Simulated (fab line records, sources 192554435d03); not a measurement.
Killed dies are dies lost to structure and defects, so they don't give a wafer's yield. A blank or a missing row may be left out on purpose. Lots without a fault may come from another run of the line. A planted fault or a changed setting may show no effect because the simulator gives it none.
Which tool did it? | flow n5_finfet | 24 lots, 72 wafers sampled, at 6 steps of a route of 1938

WHAT THE GAUGES READ, wafer by wafer
N5_BEOL_M14_THK_MEAS_01. Usual: M14_ILD_THK 1116 nm, standard deviation 16.
lot  | measured     | on            | M14_ILD_THK (nm) | flag
L074 | day 12 05:20 | film_metro-02 | 1115 1124 1126   |
L076 | day 12 05:39 | film_metro-01 | 1108 1136 1130   |
L075 | day 12 05:58 | film_metro-01 | 1104 1121 1112   |
L078 | day 13 02:14 | film_metro-01 | 1090 1100 1112   |
L077 | day 13 07:51 | film_metro-01 | 1112 1130 1115   |
L079 | day 13 23:41 | film_metro-02 | 1103 1095 1108   |
L080 | day 14 06:56 | film_metro-01 | 1102 1105 1110   |
L081 | day 14 07:52 | film_metro-01 | 1097 1085 1094   |
L082 | day 14 17:38 | film_metro-02 | 1107 1129 1116   |
L083 | day 15 16:44 | film_metro-02 | 1097 1113 1108   |
L084 | day 16 09:56 | film_metro-01 | 1108 1133 1128   |
L085 | day 16 10:32 | film_metro-01 | 1128 1151 1125   |
L088 | day 16 11:05 | film_metro-02 | 1104 1117 1129   |
L086 | day 16 19:34 | film_metro-02 | 1114 1129 1133   |
L087 | day 17 01:20 | film_metro-02 | 1112 1116 1126   |
L089 | day 17 03:22 | film_metro-02 | 1110 1095 1118   |
L092 | day 17 05:42 | film_metro-01 | 1105 1114 1127   |
L090 | day 17 07:59 | film_metro-01 | 1120 1140 1134   |
L091 | day 17 14:51 | film_metro-01 | 1100 1141 1087   |
L094 | day 17 17:43 | film_metro-02 | 1104 1097 1112   |
L093 | day 17 17:58 | film_metro-02 | 1114 1108 1122   |
L096 | day 18 11:06 | film_metro-01 | 1103 1081 1118   |
L095 | day 18 12:49 | film_metro-01 | 1136 1115 1142   |
L097 | day 19 11:24 | film_metro-01 | 1127 1126 1149   |

N5_BEOL_M14_INSPECT_12: inspects for defects (macro). Usual: raw_defect_count 2.2, standard deviation 1.5.
lot  | measured     | on                | raw_defect_count | flag
L074 | day 12 05:42 | defect_inspect-02 | 2 1 1            |
L076 | day 12 06:08 | defect_inspect-02 | 4 5 3            |
L075 | day 12 06:27 | defect_inspect-02 | 3 1 5            |
L078 | day 13 02:38 | defect_inspect-01 | 6 0 4            |
L077 | day 13 08:20 | defect_inspect-01 | 2 2 2            |
L079 | day 14 00:02 | defect_inspect-01 | 4 3 3            |
L080 | day 14 07:26 | defect_inspect-01 | 1 0 1            |
L081 | day 14 08:15 | defect_inspect-01 | 3 1 6            |
L082 | day 14 18:08 | defect_inspect-01 | 2 3 2            |
L083 | day 15 17:05 | defect_inspect-01 | 1 5 3            |
L084 | day 16 10:17 | defect_inspect-02 | 3 0 0            |
L085 | day 16 10:54 | defect_inspect-02 | 1 2 3            |
L088 | day 16 11:34 | defect_inspect-01 | 2 1 2            |
L086 | day 16 19:56 | defect_inspect-02 | 2 1 0            |
L087 | day 17 01:42 | defect_inspect-01 | 1 4 2            |
L089 | day 17 03:52 | defect_inspect-02 | 4 2 0            |
L092 | day 17 06:04 | defect_inspect-02 | 1 0 7            |
L090 | day 17 08:20 | defect_inspect-01 | 0 1 0            |
L091 | day 17 15:13 | defect_inspect-02 | 6 1 0            |
L094 | day 17 18:04 | defect_inspect-01 | 2 2 3            |
L093 | day 17 18:28 | defect_inspect-01 | 2 1 3            |
L096 | day 18 11:28 | defect_inspect-01 | 1 3 3            |
L095 | day 18 13:11 | defect_inspect-01 | 3 2 4            |
L097 | day 19 11:46 | defect_inspect-02 | 1 0 3            |

N5_BEOL_M15_INSPECT_12: inspects for defects (macro). Usual: raw_defect_count 2.1, standard deviation 1.5.
lot  | measured     | on                | raw_defect_count | flag
L074 | day 12 11:10 | defect_inspect-01 | 6 2 0            |
L076 | day 12 11:20 | defect_inspect-01 | 2 3 3            |
L075 | day 12 11:46 | defect_inspect-02 | 2 1 2            |
L078 | day 13 08:50 | defect_inspect-01 | 3 0 4            |
L077 | day 13 14:29 | defect_inspect-01 | 4 2 1            |
L079 | day 14 06:13 | defect_inspect-01 | 1 1 2            |
L080 | day 14 12:34 | defect_inspect-01 | 0 3 2            |
L081 | day 14 12:47 | defect_inspect-01 | 4 6 1            |
L082 | day 15 02:19 | defect_inspect-01 | 3 2 2            |
L083 | day 16 00:00 | defect_inspect-01 | 0 1 3            |
L084 | day 16 17:10 | defect_inspect-01 | 2 2 1            |
L085 | day 16 17:20 | defect_inspect-02 | 2 2 1            |
L088 | day 16 17:53 | defect_inspect-02 | 2 4 2            |
L086 | day 17 01:11 | defect_inspect-02 | 1 1 1            |
L087 | day 17 06:53 | defect_inspect-02 | 1 2 3            |
L089 | day 17 08:18 | defect_inspect-02 | 1 0 3            |
L092 | day 17 12:46 | defect_inspect-01 | 2 0 1            |
L090 | day 17 13:05 | defect_inspect-01 | 3 2 4            |
L091 | day 17 23:05 | defect_inspect-02 | 1 1 2            |
L094 | day 17 22:49 | defect_inspect-02 | 7 1 2            |
L093 | day 18 03:14 | defect_inspect-01 | 3 0 2            |
L096 | day 18 21:40 | defect_inspect-01 | 1 1 3            |
L095 | day 18 21:57 | defect_inspect-01 | 0 0 1            |
L097 | day 19 19:21 | defect_inspect-02 | 1 2 0            |

WHICH TOOL RAN EACH LOT (tool, then ch and the chambers of the sampled wafers, then the start)
lot  | N5_BEOL_M14_ETCH_68                | N5_BEOL_M14_SPUTTER_43       | N5_BEOL_M15_ILD_DEP_00
L074 | rie_diel-06 ch 0,1,3, day 12 06:54 | pvd_sputter-02, day 12 09:18 | pecvd-03 ch 0,1, day 12 10:34
L076 | rie_diel-04 ch 2,3, day 12 07:12   | pvd_sputter-03, day 12 09:19 | pecvd-04 ch 0,1,2, day 12 10:35
L075 | rie_diel-01 ch 0,1,2, day 12 07:38 | pvd_sputter-03, day 12 09:47 | pecvd-02 ch 0,1,2, day 12 11:02
L078 | rie_diel-01 ch 0,1,3, day 13 03:51 | pvd_sputter-03, day 13 06:50 | pecvd-02 ch 0,2, day 13 08:13
L077 | rie_diel-01 ch 0,3, day 13 09:25   | pvd_sputter-03, day 13 12:29 | pecvd-02 ch 0,1,2, day 13 13:45
L079 | rie_diel-01 ch 0,2,3, day 14 01:14 | pvd_sputter-03, day 14 04:15 | pecvd-03 ch 0,1,2, day 14 05:30
L080 | rie_diel-04 ch 0,1,2, day 14 08:41 | pvd_sputter-02, day 14 10:34 | pecvd-03 ch 0,2, day 14 11:50
L081 | rie_diel-04 ch 0,1,2, day 14 09:29 | pvd_sputter-02, day 14 10:55 | pecvd-02 ch 0,2, day 14 12:10
L082 | rie_diel-01 ch 0,2, day 14 19:12   | pvd_sputter-03, day 15 00:19 | pecvd-04 ch 0,1,2, day 15 01:34
L083 | rie_diel-01 ch 0,2,3, day 15 18:20 | pvd_sputter-03, day 15 21:59 | pecvd-02 ch 0,1, day 15 23:16
L084 | rie_diel-01 ch 0,1, day 16 11:23   | pvd_sputter-02, day 16 15:11 | pecvd-03 ch 0,2, day 16 16:26
L085 | rie_diel-01 ch 1,2,3, day 16 12:06 | pvd_sputter-03, day 16 15:14 | pecvd-02 ch 0,1,2, day 16 16:29
L088 | rie_diel-04 ch 0,2,3, day 16 12:38 | pvd_sputter-03, day 16 15:36 | pecvd-03 ch 1,2, day 16 17:16
L086 | rie_diel-04 ch 0,2, day 16 21:07   | pvd_sputter-02, day 16 23:04 | pecvd-02 ch 0,2, day 17 00:21
L087 | rie_diel-06 ch 0,2, day 17 02:55   | pvd_sputter-01, day 17 04:55 | pecvd-03 ch 0,1,2, day 17 06:09
L089 | rie_diel-04 ch 1,2,3, day 17 05:11 | pvd_sputter-03, day 17 06:17 | pecvd-04 ch 0,1, day 17 07:34
L092 | rie_diel-04 ch 1,2, day 17 07:22   | pvd_sputter-03, day 17 10:44 | pecvd-04 ch 0,2, day 17 12:02
L090 | rie_diel-06 ch 1,2,3, day 17 09:31 | pvd_sputter-01, day 17 11:05 | pecvd-03 ch 0,1,2, day 17 12:35
L091 | rie_diel-06 ch 0,1,3, day 17 16:26 | pvd_sputter-01, day 17 21:05 | pecvd-04 ch 0,1,2, day 17 22:22
L094 | rie_diel-06 ch 1,2,3, day 17 19:16 | pvd_sputter-02, day 17 20:43 | pecvd-03 ch 0,2, day 17 22:13
L093 | rie_diel-04 ch 0,2, day 17 19:41   | pvd_sputter-01, day 18 01:22 | pecvd-04 ch 0,1,2, day 18 02:37
L096 | rie_diel-01 ch 0,1,3, day 18 13:05 | pvd_sputter-01, day 18 19:41 | pecvd-03 ch 0,2, day 18 20:56
L095 | rie_diel-06 ch 1,2, day 18 14:31   | pvd_sputter-02, day 18 19:44 | pecvd-02 ch 1,2, day 18 21:13
L097 | rie_diel-06 ch 0,1,2, day 19 13:11 | pvd_sputter-02, day 19 17:08 | pecvd-02 ch 0,1,2, day 19 18:44
- N5_BEOL_M14_ETCH_68: etches SOC in N2/H2, time 450 s.
- N5_BEOL_M14_SPUTTER_43: material TaN, target thk 15 nm, time 24.19 s.
- N5_BEOL_M15_ILD_DEP_00: deposits SiO2 from TEOS/O2, target thk 1629.3 nm, time 346.1 s.

WHAT THE TOOLS THEMSELVES READ (means of the sampled wafers that have a number; where no wafer has one, the mark that the record gives instead)
N5_BEOL_M14_ETCH_68. Usual: drypump_motor_current_A 5.6 A, standard deviation 0.37; oes_product_au 0.82 a.u., standard deviation 0.074; rf_vpp_V 525.2 V, standard deviation 1.8; showerhead_plenum_p_Torr 2.59 Torr, standard deviation 0.064; throttle_valve_pct 17.51 %, standard deviation 0.26.
lot  | tool        | drypump_motor_current_A (A) | oes_product_au (a.u.) | rf_vpp_V (V) | showerhead_plenum_p_Torr (Torr) | throttle_valve_pct (%) | flag
L074 | rie_diel-06 | 5.2                         | 0.78                  | 522.9        | 2.51                            | 17.48                  |
L076 | rie_diel-04 | 5.8                         | 0.75                  | 524.5        | 2.52                            | 17.67                  |
L075 | rie_diel-01 | 5.7                         | 0.78                  | 526.4        | 2.66                            | 17.57                  |
L078 | rie_diel-01 | 5.5                         | 0.79                  | 526.5        | 2.62                            | 17.55                  |
L077 | rie_diel-01 | 5.7                         | 0.84                  | 527.3        | 2.64                            | 17.35                  |
L079 | rie_diel-01 | 5.7                         | 0.81                  | 527.1        | 2.64                            | 17.44                  |
L080 | rie_diel-04 | 6.1                         | 0.76                  | 524.9        | 2.56                            | 17.83                  |
L081 | rie_diel-04 | 6.1                         | 0.75                  | 523.8        | 2.56                            | 17.82                  |
L082 | rie_diel-01 | 5.9                         | 0.79                  | 527.0        | 2.67                            | 17.49                  |
L083 | rie_diel-01 | 5.7                         | 0.79                  | 527.0        | 2.63                            | 17.47                  |
L084 | rie_diel-01 | 5.7                         | 0.86                  | 526.8        | 2.64                            | 17.40                  |
L085 | rie_diel-01 | 5.5                         | 0.85                  | 525.0        | 2.60                            | 17.54                  |
L088 | rie_diel-04 | 5.9                         | 0.87                  | 523.5        | 2.53                            | 17.40                  |
L086 | rie_diel-04 | 6.0                         | 0.90                  | 524.3        | 2.51                            | 17.48                  |
L087 | rie_diel-06 | 5.3                         | 0.84                  | 524.7        | 2.56                            | 17.18                  |
L089 | rie_diel-04 | 5.9                         | 0.89                  | 524.0        | 2.54                            | 17.53                  |
L092 | rie_diel-04 | 6.0                         | 0.93                  | 522.6        | 2.52                            | 17.59                  |
L090 | rie_diel-06 | 5.4                         | 0.82                  | 525.7        | 2.60                            | 17.57                  |
L091 | rie_diel-06 | 5.2                         | 0.82                  | 525.7        | 2.59                            | 17.43                  |
L094 | rie_diel-06 | 5.4                         | 0.81                  | 524.8        | 2.60                            | 17.58                  |
L093 | rie_diel-04 | 6.1                         | 0.85                  | 523.9        | 2.53                            | 17.46                  |
L096 | rie_diel-01 | 5.5                         | 0.84                  | 524.8        | 2.60                            | 17.49                  |
L095 | rie_diel-06 | 5.6                         | 0.79                  | 524.1        | 2.56                            | 17.62                  |
L097 | rie_diel-06 | 5.5                         | 0.78                  | 524.3        | 2.55                            | 17.48                  |

N5_BEOL_M14_SPUTTER_43. Usual: cathode_dc_power_W 15000 W, standard deviation 2.5; throttle_valve_pct 29.7 %, standard deviation 0.69.
lot  | tool           | cathode_dc_power_W (W) | throttle_valve_pct (%) | flag
L074 | pvd_sputter-02 | 15001                  | 29.9                   |
L076 | pvd_sputter-03 | 15000                  | 29.2                   |
L075 | pvd_sputter-03 | 15002                  | 29.8                   |
L078 | pvd_sputter-03 | 15001                  | 29.6                   |
L077 | pvd_sputter-03 | 15002                  | 29.6                   |
L079 | pvd_sputter-03 | 14997                  | 29.4                   |
L080 | pvd_sputter-02 | 15000                  | 29.8                   |
L081 | pvd_sputter-02 | 14999                  | 30.0                   |
L082 | pvd_sputter-03 | 15001                  | 29.1                   |
L083 | pvd_sputter-03 | 14997                  | 29.4                   |
L084 | pvd_sputter-02 | 15000                  | 29.8                   |
L085 | pvd_sputter-03 | 15003                  | 29.6                   |
L088 | pvd_sputter-03 | 15000                  | 29.5                   |
L086 | pvd_sputter-02 | 15002                  | 29.6                   |
L087 | pvd_sputter-01 | 15001                  | 29.4                   |
L089 | pvd_sputter-03 | 14999                  | 29.7                   |
L092 | pvd_sputter-03 | 14998                  | 29.5                   |
L090 | pvd_sputter-01 | 14999                  | 29.8                   |
L091 | pvd_sputter-01 | 15001                  | 29.9                   |
L094 | pvd_sputter-02 | 14999                  | 29.6                   |
L093 | pvd_sputter-01 | 15001                  | 30.0                   |
L096 | pvd_sputter-01 | 15001                  | 29.8                   |
L095 | pvd_sputter-02 | 15001                  | 29.6                   |
L097 | pvd_sputter-02 | 15000                  | 29.6                   |

N5_BEOL_M15_ILD_DEP_00. Usual: heater_power_w 592 W, standard deviation 110; showerhead_plenum_p_Torr 8.33 Torr, standard deviation 0.034; throttle_valve_pct 18.6 %, standard deviation 1.1.
lot  | tool     | heater_power_w (W) | showerhead_plenum_p_Torr (Torr) | throttle_valve_pct (%) | flag
L074 | pecvd-03 | 540                | 8.31                            | 18.1                   |
L076 | pecvd-04 | 598                | 8.31                            | 19.2                   |
L075 | pecvd-02 | 539                | 8.34                            | 18.8                   |
L078 | pecvd-02 | 584                | 8.38                            | 18.9                   |
L077 | pecvd-02 | 544                | 8.35                            | 18.7                   |
L079 | pecvd-03 | 667                | 8.31                            | 18.0                   |
L080 | pecvd-03 | 686                | 8.32                            | 17.9                   |
L081 | pecvd-02 | 615                | 8.38                            | 19.2                   |
L082 | pecvd-04 | 581                | 8.31                            | 19.2                   |
L083 | pecvd-02 | 570                | 8.37                            | 19.5                   |
L084 | pecvd-03 | 633                | 8.31                            | 18.1                   |
L085 | pecvd-02 | 541                | 8.35                            | 18.7                   |
L088 | pecvd-03 | 630                | 8.33                            | 17.9                   |
L086 | pecvd-02 | 632                | 8.37                            | 19.1                   |
L087 | pecvd-03 | 551                | 8.32                            | 18.1                   |
L089 | pecvd-04 | 503                | 8.33                            | 20.2                   |
L092 | pecvd-04 | 599                | 8.32                            | 18.8                   |
L090 | pecvd-03 | 632                | 8.33                            | 17.9                   |
L091 | pecvd-04 | 612                | 8.31                            | 19.4                   |
L094 | pecvd-03 | 654                | 8.34                            | 17.9                   |
L093 | pecvd-04 | 632                | 8.31                            | 19.4                   |
L096 | pecvd-03 | 719                | 8.33                            | 18.0                   |
L095 | pecvd-02 | 546                | 8.33                            | 17.4                   |
L097 | pecvd-02 | 642                | 8.34                            | 18.2                   |

THE ANSWER, worked out from the rows above alone
Rule: a lot is off if the mean of its wafers that have a number lies more than 3 standard deviations from the usual mean. A lot without any number at a reading at which 4 lots or more have one is off too. The other lots that the step has rows for count as sound. The gauges are gone through in route order, then the tools' own readings, and for those a lot's mean is taken as printed above. The first step at which some lot is off is used, and at that step the reading that is off furthest; a lot without a number counts as furthest.
No lot is off at any reading shown: from this, nothing can be told.

WHAT THE SIMULATOR HAD PUT IN
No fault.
